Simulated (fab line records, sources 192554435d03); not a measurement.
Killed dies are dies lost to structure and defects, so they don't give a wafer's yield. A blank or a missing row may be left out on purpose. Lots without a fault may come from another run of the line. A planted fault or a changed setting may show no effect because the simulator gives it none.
fab line records | flow n5_finfet | part 1 of 2: steps 1 to 20 of 26
record lots=5 wafers=15 last_day=17
route steps=1938 shown BEOL_M8@1349
lots that met no fault: from a run of the same line without faults
start_h: hours from the record's first day to the start of the lot's first wafer shown | wait_h: hours since the lot's step before | " the same as in the row above | L1.1+2: a row that stands for several wafers | - no value, or no start given | * or withheld: withheld | < > ~ a bound
route shown NAME@n: a module of which the file shows steps, and the number in the route of the first | usual: mean/standard deviation of fault-free wafers | same: alike in all rows | chamber/n: place in a boat | sites: the reading at each site | _std_site: their standard deviation | _edge_site: outer sites' mean less inner sites' | radius_mm: how far each site lies from the wafer's centre | mask NAME#n: copy n | behind: the tool/chamber that last shaped the wafer | hold: why the lot was held/for how many hours/how that ended | device: the transistor (n, p or np) that didn't switch | end of line: the same wafers' tests at the end of the route | a step without rows: its recipe alone | killed: dies lost to structure and defects at the first sort, not the wafer's yield | map: a wafer's dies, x killed, . not, _ none there
set.NAME: the setting as run; set.NAME@STEP: as run at that earlier step | model.NAME: the simulator's own value behind a step, which no gauge read
lots at some steps of the route; a table a step, a row a wafer
services: from which hour (start_h, from the record's first day; less than 0 if before it) a tool's chamber was out of use, for how many hours, and why
## steps
# step N5_BEOL_M8_ETCH_61
# recipe chemistry=CF4 target=SiARC target_depth_a=455 mask_material=CAR-ArF time_s=75.8 ion_energy_ev=80 pressure_mtorr=40 source_w=545 bias_w=36 Ar_flow_sccm=100 cf4_flow_sccm=100 ends=cleared
# usual drypump_motor_current_A=5.8/0.41 etch_rf_on_time_s=75.7/1.1 oes_product_au=0.67/0.081 rf_vpp_V=184.1/0.91 showerhead_plenum_p_Torr=2.14/0.042 throttle_valve_pct=15.55/0.23
# columns lot.wafer tool chamber start_h wait_h drypump_motor_current_A etch_rf_on_time_s oes_product_au rf_hours_counter_h rf_vpp_V showerhead_plenum_p_Torr throttle_valve_pct
L077.3 rie_diel-05 0 284.12 0.0 6.1 76.1 0.61 168 184.6 2.14 15.71
L077.4 " 3 " " 5.5 76.7 0.61 206 185.7 2.21 15.66
L077.6 " 1 " " 6.3 75.9 0.70 - 181.5 2.09 15.39
L078.2 rie_diel-02 3 292.92 0.0 5.8 74.2 0.81 10 186.1 2.18 15.35
L078.5 " 3 " " 5.8 74.8 0.81 - 183.9 2.18 15.36
L078.6 " 0 " " 6.2 76.4 0.68 - 184.9 2.15 15.56
L083.2 rie_diel-05 3 310.13 0.0 5.5 75.6 0.61 214 184.5 2.21 15.67
L083.3 " 1 " " 6.3 74.8 0.69 83 183.7 2.08 15.42
L083.4 " 2 " " 5.7 75.7 0.60 244 184.3 2.11 15.57
L085.1 rie_diel-02 3 327.80 0.0 5.8 75.9 0.78 23 185.9 2.18 15.38
L085.2 " 0 " " 6.2 77.7 0.66 121 183.5 2.15 15.61
L085.5 " 1 " " 5.7 75.9 0.59 - 184.4 2.12 15.84
L088.1 rie_diel-05 3 342.19 0.0 5.5 76.7 0.59 227 184.4 2.20 15.70
L088.2 " 1 " " 6.3 75.7 0.67 96 183.5 2.08 15.43
L088.4 " 0 " " 6.1 75.8 0.60 - 184.1 2.13 15.75
# step N5_BEOL_M8_ETCH_62
# recipe chemistry=N2/H2 target=SOC target_depth_a=1100 overetch_a=220 mask_material=SiARC temp_c=40 time_s=165 ion_energy_ev=200 pressure_mtorr=30 source_w=840 bias_w=150 n2_flow_sccm=200 h2_flow_sccm=200
# usual drypump_motor_current_A=5.8/0.41 oes_product_au=0.66/0.076 rf_vpp_V=523.7/1.6 showerhead_plenum_p_Torr=2.54/0.054 throttle_valve_pct=17.74/0.22
# columns lot.wafer tool chamber start_h wait_h drypump_motor_current_A oes_product_au rf_hours_counter_h rf_vpp_V showerhead_plenum_p_Torr throttle_valve_pct
L077.3 rie_diel-05 0 284.18 0.0 6.1 0.62 168 523.6 2.53 17.89
L077.4 " 3 " " 5.5 0.60 206 527.7 2.63 17.82
L077.6 " 1 " " 6.3 0.68 - 522.9 2.47 17.47
L078.2 rie_diel-02 3 292.97 0.0 5.8 0.80 10 525.8 2.60 17.68
L078.5 " 3 " " 5.8 0.80 - 525.2 2.60 17.69
L078.6 " 0 " " 6.2 0.67 - 524.1 2.55 17.78
L083.2 rie_diel-05 3 310.19 0.0 5.5 0.61 214 527.4 2.62 17.84
L083.3 " 1 " " 6.3 0.68 83 521.9 2.46 17.49
L083.4 " 2 " " 5.7 0.59 244 521.6 2.50 17.72
L085.1 rie_diel-02 3 327.86 0.0 5.8 0.77 23 525.0 2.60 17.71
L085.2 " 0 " " 6.2 0.66 121 522.8 2.55 17.78
L085.5 " 1 " " 5.7 0.59 - 523.7 2.51 18.05
L088.1 rie_diel-05 3 342.24 0.0 5.5 0.60 227 525.5 2.62 17.88
L088.2 " 1 " " 6.3 0.66 96 522.6 2.46 17.50
L088.4 " 0 " " 6.1 0.59 - 523.2 2.52 17.92
# step N5_BEOL_M8_STRIP_68
# recipe chemistry=N2/H2 temp_c=40 n2_flow_sccm=200 h2_flow_sccm=200 rf_frequency_hz=6e+07
# columns lot.wafer tool chamber start_h wait_h
L077.3+4+6 rie_diel-05 0,3,1 284.32 0.1
L078.2+5+6 rie_diel-02 3,3,0 293.11 0.1
L083.2+3+4 rie_diel-05 3,1,2 310.32 0.1
L085.1+2+5 rie_diel-02 3,0,1 327.99 0.1
L088.1+2+4 rie_diel-05 3,1,0 342.38 0.1
# step N5_BEOL_M8_STRIP_67
# recipe chemistry=CF4 resist=SiARC power_w=300 bias_power_w=75 pressure_mtorr=50 cf4_flow_sccm=150 rf_frequency_hz=6e+07
# usual drypump_motor_current_A=5.8/0.41 oes_product_au=0.78/0.091 rf_vpp_V=271.1/1.3 showerhead_plenum_p_Torr=1.79/0.034 throttle_valve_pct=13.53/0.25
# columns lot.wafer tool chamber start_h wait_h drypump_motor_current_A oes_product_au rf_hours_counter_h rf_vpp_V showerhead_plenum_p_Torr throttle_valve_pct
L077.3 rie_diel-05 0 284.33 0.0 6.1 0.72 168 270.5 1.79 13.69
L077.4 " 3 " " 5.5 0.71 206 272.5 1.85 13.68
L077.6 " 1 " " 6.3 0.81 - 268.4 1.75 13.39
L078.2 rie_diel-02 3 293.12 0.0 5.8 0.93 10 272.3 1.83 13.30
L078.5 " 3 " " 5.8 0.93 - 271.0 1.83 13.33
L078.6 " 0 " " 6.2 0.80 - 271.2 1.80 13.56
L083.2 rie_diel-05 3 310.33 0.0 5.5 0.71 214 272.4 1.85 13.69
L083.3 " 1 " " 6.3 0.81 83 270.5 1.75 13.39
L083.4 " 2 " " 5.7 0.69 244 272.0 1.76 13.56
L085.1 rie_diel-02 3 328.00 0.0 5.9 0.91 23 273.8 1.83 13.33
L085.2 " 0 " " 6.2 0.78 121 270.9 1.80 13.58
L085.5 " 1 " " 5.7 0.69 - 271.6 1.77 13.88
L088.1 rie_diel-05 3 342.39 0.0 5.5 0.70 228 274.8 1.84 13.71
L088.2 " 1 " " 6.3 0.79 96 268.8 1.75 13.42
L088.4 " 0 " " 6.1 0.70 - 269.5 1.78 13.72
# step N5_BEOL_M8_HM_OPEN_17
# recipe chemistry=Cl2/BCl3 target_depth_a=200 overetch_a=60 target=TiN mask_material=SOC ion_energy_ev=150 pressure_mtorr=10 icp_w=1000 bias_w=126 Cl2_flow_sccm=53.25 bcl3_flow_sccm=21.75 Ar_flow_sccm=25
# usual drypump_motor_current_A=6.1/0.43 oes_ar_750_au=0.82/0.04 oes_product_au=0.70/0.038 throttle_valve_pct=22.10/0.06
# columns lot.wafer tool chamber start_h wait_h drypump_motor_current_A oes_ar_750_au oes_product_au rf_hours_counter_h throttle_valve_pct
L077.3 rie_metal-02 0 284.40 0.1 6.4 0.86 0.75 - 22.00
L077.4 " 1 " " 5.6 0.86 0.74 - 22.10
L077.6 " 0 " " 6.4 0.86 0.74 - 21.99
L078.2 rie_metal-03 1 293.16 0.0 6.6 0.87 0.76 10 22.15
L078.5 " 0 " " 5.6 0.79 0.67 - 22.08
L078.6 " 1 " " 6.5 0.88 0.76 - 22.14
L083.2 rie_metal-01 1 310.37 0.0 6.5 0.77 0.65 54 22.20
L083.3 " 1 " " 6.5 0.78 0.65 - 22.20
L083.4 " 0 " " 6.0 0.76 0.66 - 22.04
L085.1 rie_metal-03 0 328.04 0.0 5.7 0.79 0.67 39 22.07
L085.2 " 1 " " 6.5 0.87 0.74 12 22.16
L085.5 " 0 " " 5.7 0.79 0.67 - 22.07
L088.1 rie_metal-02 1 342.43 0.0 5.5 0.84 0.71 19 22.11
L088.2 " 0 " " 6.4 0.84 0.72 16 22.03
L088.4 " 0 " " 6.5 0.84 0.73 - 22.01
# step N5_BEOL_M8_STRIP_19
# recipe chemistry=O2 power_w=400 temp_c=40 pressure_mtorr=30 rf_frequency_hz=6e+07 bias_power_w=0 overash_fraction=0.2 o2_flow_sccm=225
# usual drypump_motor_current_A=5.8/0.43 oes_product_au=0.79/0.1 rf_vpp_V=3.7/0.67 showerhead_plenum_p_Torr=2.09/0.036 throttle_valve_pct=16.61/0.23
# columns lot.wafer tool chamber start_h wait_h drypump_motor_current_A oes_product_au rf_hours_counter_h rf_vpp_V showerhead_plenum_p_Torr throttle_valve_pct
L077.3 rie_diel-02 2 284.48 0.1 4.9 0.71 210 4.6 2.08 17.01
L077.4 " 1 " " 5.7 0.70 220 3.5 2.06 16.80
L077.6 " 0 " " 6.2 0.80 - 4.7 2.12 16.66
L078.2 rie_diel-02 2 293.27 0.1 4.9 0.70 213 3.3 2.08 17.02
L078.5 " 3 " " 5.8 0.95 - 3.0 2.14 16.39
L078.6 " 0 " " 6.2 0.80 - 4.1 2.11 16.66
L083.2 rie_diel-05 2 310.48 0.1 5.7 0.70 245 2.5 2.07 16.63
L083.3 " 3 " " 5.5 0.71 214 2.7 2.16 16.72
L083.4 " 0 " " 6.1 0.70 176 2.6 2.09 16.79
L085.1 rie_diel-04 0 328.16 0.1 6.0 0.89 22 4.0 2.05 16.25
L085.2 " 1 " " 5.3 0.95 5 2.9 2.14 16.24
L085.5 " 2 " " 6.2 0.70 - 4.2 2.07 16.82
L088.1 rie_diel-04 1 342.54 0.1 5.3 0.93 10 3.8 2.14 16.25
L088.2 " 2 " " 6.2 0.69 244 4.5 2.07 16.82
L088.4 " 0 " " 6.0 0.89 27 2.8 2.05 16.28
# step N5_BEOL_M8_CD_MEAS_18
# recipe pitch_nm=80 target_cd_nm=40
# usual cd_nm=39.9/0.51
# columns lot.wafer tool chamber start_h wait_h cd_nm
L077.3 cd_sem-03 - 284.55 0.1 40.5
L077.4 " - " " 40.2
L077.6 " - " " 40.3
L078.2 cd_sem-02 - 293.34 0.1 39.3
L078.5 " - " " 39.6
L078.6 " - " " 38.9
L083.2 cd_sem-01 - 310.56 0.1 41.3
L083.3 " - " " 40.2
L083.4 " - " " 40.0
L085.1 cd_sem-03 - 328.22 0.0 39.1
L085.2 " - " " 39.8
L085.5 " - " " 40.0
L088.1 cd_sem-01 - 342.61 0.0 39.9
L088.2 " - " " 39.7
L088.4 " - " " 39.8
# step N5_BEOL_M8_COAT_63
# recipe resist=SOC temp_c=250 time_s=60 spin_rpm=1500 resist_thk_nm=60
# usual resist_line_temp_C=23.00/0.1
# columns lot.wafer tool chamber start_h wait_h resist_line_temp_C
L077.3 litho_track-04 0 285.79 1.2 23.22
L077.4 " 0 " " 23.03
L077.6 " 0 " " 23.07
L078.2 litho_track-03 0 294.66 1.3 23.07
L078.5 " 0 " " 23.11
L078.6 " 0 " " 23.13
L083.2 litho_track-04 0 311.53 1.0 22.79
L083.3 " 0 " " 22.83
L083.4 " 0 " " 22.91
L085.1 litho_track-03 0 328.97 0.7 22.99
L085.2 " 0 " " 23.04
L085.5 " 0 " " 23.06
L088.1 litho_track-03 0 342.65 0.0 23.16
L088.2 " 0 " " 22.98
L088.4 " 0 " " 23.04
# step N5_BEOL_M8_COAT_64
# recipe resist=SiARC temp_c=220 time_s=60 spin_rpm=1500 resist_thk_nm=12
# usual resist_line_temp_C=22.99/0.11
# columns lot.wafer tool chamber start_h wait_h resist_line_temp_C
L077.3 litho_track-04 0 - - 22.93
L077.4 " 0 " " 22.90
L077.6 " 0 " " 22.86
L078.2 litho_track-03 0 - - 22.92
L078.5 " 0 " " 22.98
L078.6 " 0 " " 22.88
L083.2 litho_track-04 0 - - 23.12
L083.3 " 0 " " 22.99
L083.4 " 0 " " 23.07
L085.1 litho_track-03 0 - - 23.00
L085.2 " 0 " " 22.95
L085.5 " 0 " " 22.97
L088.1 litho_track-03 0 - - 22.89
L088.2 " 0 " " 23.05
L088.4 " 0 " " 22.97
# step N5_BEOL_M8_COAT_71
# recipe resist=underlayer temp_c=205 time_s=60 spin_rpm=1500 resist_thk_nm=5
# usual resist_line_temp_C=22.98/0.11
# columns lot.wafer tool chamber start_h wait_h resist_line_temp_C
L077.3 litho_track-04 0 - - 22.98
L077.4 " 0 " " 22.98
L077.6 " 0 " " 23.05
L078.2 litho_track-03 0 - - 22.88
L078.5 " 0 " " 22.99
L078.6 " 0 " " 22.85
L083.2 litho_track-04 0 - - 23.04
L083.3 " 0 " " 23.00
L083.4 " 0 " " 23.03
L085.1 litho_track-03 0 - - 22.92
L085.2 " 0 " " 22.92
L085.5 " 0 " " 22.91
L088.1 litho_track-03 0 - - 23.09
L088.2 " 0 " " 22.93
L088.4 " 0 " " 23.03
# step N5_BEOL_M8_COAT_22
# recipe resist=CAR-EUV spin_rpm=1500 resist_thk_nm=30
# usual resist_line_temp_C=22.97/0.1
# columns lot.wafer tool chamber start_h wait_h resist_line_temp_C
L077.3 litho_track-04 0 - - 23.02
L077.4 " 0 " " 22.94
L077.6 " 0 " " 23.09
L078.2 litho_track-03 0 - - 22.97
L078.5 " 0 " " 22.90
L078.6 " 0 " " 22.93
L083.2 litho_track-04 0 - - 22.93
L083.3 " 0 " " 22.88
L083.4 " 0 " " 23.10
L085.1 litho_track-03 0 - - 22.97
L085.2 " 0 " " 22.86
L085.5 " 0 " " 22.90
L088.1 litho_track-03 0 - - 22.94
L088.2 " 0 " " 23.25
L088.4 " 0 " " 23.01
# step N5_BEOL_M8_EBR_24
# recipe solvent=PGMEA ebr_width_mm=1.5
# usual resist_line_temp_C=23.00/0.092
# same ebr_width_mm=1.5
# columns lot.wafer tool chamber start_h wait_h resist_line_temp_C
L077.3 litho_track-04 0 - - 22.92
L077.4 " 0 " " 23.03
L077.6 " 0 " " 22.98
L078.2 litho_track-03 0 - - 22.98
L078.5 " 0 " " 22.96
L078.6 " 0 " " 22.93
L083.2 litho_track-04 0 - - 22.99
L083.3 " 0 " " 22.96
L083.4 " 0 " " 23.02
L085.1 litho_track-03 0 - - 22.86
L085.2 " 0 " " 22.89
L085.5 " 0 " " 22.91
L088.1 litho_track-03 0 - - 22.86
L088.2 " 0 " " 23.07
L088.4 " 0 " " 23.03
# step N5_BEOL_M8_SOFTBAKE_23
# recipe temp_c=110 time_s=60 resist=CAR-EUV
# usual resist_line_temp_C=22.99/0.11
# columns lot.wafer tool chamber start_h wait_h resist_line_temp_C
L077.3 litho_track-04 0 - - 23.03
L077.4 " 0 " " 22.90
L077.6 " 0 " " 23.15
L078.2 litho_track-03 0 - - 23.13
L078.5 " 0 " " 23.00
L078.6 " 0 " " 22.96
L083.2 litho_track-04 0 - - 22.95
L083.3 " 0 " " 23.14
L083.4 " 0 " " 23.04
L085.1 litho_track-03 0 - - 22.68
L085.2 " 0 " " 22.74
L085.5 " 0 " " 22.88
L088.1 litho_track-03 0 - - 22.94
L088.2 " 0 " " 22.93
L088.4 " 0 " " 22.98
# step N5_BEOL_M8_EXPOSE_25
# recipe mask_id=V7 na=0.33 source_shape=annular sigma_inner=0.4 sigma_outer=0.8 polarization=unpolarized target_cd_nm=40 dose_mj=42.5
# usual focus_offset_nm=0.0/0.53
# columns lot.wafer tool chamber start_h wait_h mask focus_offset_nm
L077.3 euv_scanner-01 0 286.11 - V7#0 -0.5
L077.4 " 0 " " V7#0 0.1
L077.6 " 0 " " V7#0 -0.4
L078.2 euv_scanner-01 0 294.80 - V7#0 0.7
L078.5 " 0 " " V7#0 0.1
L078.6 " 0 " " V7#0 -0.5
L083.2 euv_scanner-01 0 311.80 - V7#0 0.2
L083.3 " 0 " " V7#0 0.3
L083.4 " 0 " " V7#0 0.0
L085.1 euv_scanner-02 0 329.23 - V7#0 -0.6
L085.2 " 0 " " V7#0 -0.6
L085.5 " 0 " " V7#0 0.8
L088.1 euv_scanner-01 0 342.78 - V7#0 1.5
L088.2 " 0 " " V7#0 0.1
L088.4 " 0 " " V7#0 0.6
# step N5_BEOL_M8_PEB_26
# recipe peb_temp_c=100 peb_time_s=60 resist=CAR-EUV
# usual resist_line_temp_C=23.02/0.12
# same peb_time_s=60
# columns lot.wafer tool chamber start_h wait_h resist_line_temp_C
L077.3 litho_track-03 0 286.16 0.0 22.84
L077.4 " 0 " " 22.94
L077.6 " 0 " " 22.98
L078.2 litho_track-01 0 294.86 0.1 22.84
L078.5 " 0 " " 23.08
L078.6 " 0 " " 23.02
L083.2 litho_track-04 0 311.86 0.1 22.81
L083.3 " 0 " " 23.06
L083.4 " 0 " " 23.18
L085.1 litho_track-01 0 329.30 0.1 23.17
L085.2 " 0 " " 23.15
L085.5 " 0 " " 23.12
L088.1 litho_track-01 0 342.85 0.1 23.06
L088.2 " 0 " " 23.08
L088.4 " 0 " " 23.14
# step N5_BEOL_M8_DEVELOP_27
# recipe develop_time_s=30 developer=TMAH resist=CAR-EUV rinse_liquid=surfactant_rinse dry=air_spin dev_temp_c=23
# usual resist_line_temp_C=23.02/0.11
# columns lot.wafer tool chamber start_h wait_h resist_line_temp_C
L077.3 litho_track-03 0 - - 23.03
L077.4 " 0 " " 22.91
L077.6 " 0 " " 23.11
L078.2 litho_track-01 0 - - 22.92
L078.5 " 0 " " 23.06
L078.6 " 0 " " 22.95
L083.2 litho_track-04 0 - - 23.22
L083.3 " 0 " " 23.01
L083.4 " 0 " " 23.13
L085.1 litho_track-01 0 - - 22.96
L085.2 " 0 " " 22.91
L085.5 " 0 " " 23.10
L088.1 litho_track-01 0 - - 23.02
L088.2 " 0 " " 23.09
L088.4 " 0 " " 23.06
# step N5_BEOL_M8_CD_MEAS_28
# recipe target_cd_nm=40 landing_energy_ev=500 detector=se_inlens
# usual cd_nm=40.03/0.24
# columns lot.wafer tool chamber start_h wait_h cd_nm
L077.3 cd_sem-02 0 286.23 - 39.86
L077.4 " 0 " " 39.99
L077.6 " 0 " " 40.07
L078.2 cd_sem-02 0 294.93 - 40.04
L078.5 " 0 " " 40.05
L078.6 " 0 " " 40.21
L083.2 cd_sem-02 0 311.93 - 40.38
L083.3 " 0 " " 40.26
L083.4 " 0 " " 40.20
L085.1 cd_sem-01 0 329.37 - 39.87
L085.2 " 0 " " 40.16
L085.5 " 0 " " 40.24
L088.1 cd_sem-02 0 342.91 - 39.68
L088.2 " 0 " " 40.61
L088.4 " 0 " " 40.07
# step N5_BEOL_M8_OVL_MEAS_29
# recipe points_per_wafer=522
# usual V7_OVL=0.5/0.56
# columns lot.wafer tool chamber start_h wait_h V7_OVL[nm]
L077.3 overlay-01 0 286.27 0.0 -0.8
L077.4 " 0 " " 0.5
L077.6 " 0 " " 0.8
L078.2 overlay-01 0 294.96 0.0 -0.3
L078.5 " 0 " " 0.8
L078.6 " 0 " " 0.5
L083.2 overlay-01 0 311.96 0.0 0.4
L083.3 " 0 " " 0.3
L083.4 " 0 " " 0.5
L085.1 overlay-02 0 329.40 0.0 0.1
L085.2 " 0 " " -0.5
L085.5 " 0 " " 0.6
L088.1 overlay-02 0 342.94 0.0 1.5
L088.2 " 0 " " 0.6
L088.4 " 0 " " 0.6
# step N5_BEOL_M8_INSPECT_30
# recipe mode=adi inspect_instrument=brightfield
# usual raw_defect_count=398/89
# columns lot.wafer tool chamber start_h wait_h raw_defect_count
L077.3 defect_inspect-02 - 286.32 0.0 408
L077.4 " - " " 311
L077.6 " - " " 314
L078.2 defect_inspect-01 - 295.01 0.0 435
L078.5 " - " " 370
L078.6 " - " " 486
L083.2 defect_inspect-02 - 312.02 0.0 404
L083.3 " - " " 351
L083.4 " - " " 299
L085.1 defect_inspect-01 - 329.46 0.1 372
L085.2 " - " " 334
L085.5 " - " " 315
L088.1 defect_inspect-01 - 343.00 0.1 589
L088.2 " - " " 524
L088.4 " - " " 436
# step N5_BEOL_M8_DESCUM_33
# recipe chemistry=O2 time_s=7 source_power_w=50 bias_power_w=20 pressure_mtorr=20 rf_frequency_hz=2.712e+07 temp_c=40 resist=CAR-EUV o2_flow_sccm=225
# usual drypump_motor_current_A=5.8/0.44 oes_product_au=0.79/0.097 rf_vpp_V=243.3/1 showerhead_plenum_p_Torr=2.09/0.039 throttle_valve_pct=20.35/0.2
# columns lot.wafer tool chamber start_h wait_h drypump_motor_current_A oes_product_au rf_hours_counter_h rf_vpp_V showerhead_plenum_p_Torr throttle_valve_pct
L077.3 rie_diel-02 3 286.37 0.0 5.8 0.95 8 244.8 2.13 20.18
L077.4 " 1 " " 5.7 0.70 220 242.6 2.06 20.51
L077.6 " 0 " " 6.2 0.80 - 242.7 2.11 20.44
L078.2 rie_diel-02 0 295.05 0.0 6.2 0.80 108 243.8 2.11 20.43
L078.5 " 3 " " 5.8 0.94 - 245.2 2.13 20.18
L078.6 " 0 " " 6.2 0.80 - 242.0 2.11 20.45
L083.2 rie_diel-04 3 312.26 0.2 5.4 0.95 10 244.2 2.13 20.22
L083.3 " 2 " " 6.3 0.71 234 242.1 2.07 20.52
L083.4 " 3 " " 5.4 0.94 - 243.2 2.13 20.22
L085.1 rie_diel-05 1 329.49 0.0 6.3 0.81 89 241.3 2.03 20.22
L085.2 " 3 " " 5.5 0.70 221 243.3 2.15 20.38
L085.5 " 3 " " 5.5 0.70 - 245.5 2.15 20.39
L088.1 rie_diel-05 1 343.29 0.3 6.3 0.79 97 243.3 2.03 20.22
L088.2 " 3 " " 5.5 0.70 228 244.8 2.15 20.39
L088.4 " 0 " " 6.1 0.70 - 241.7 2.08 20.54
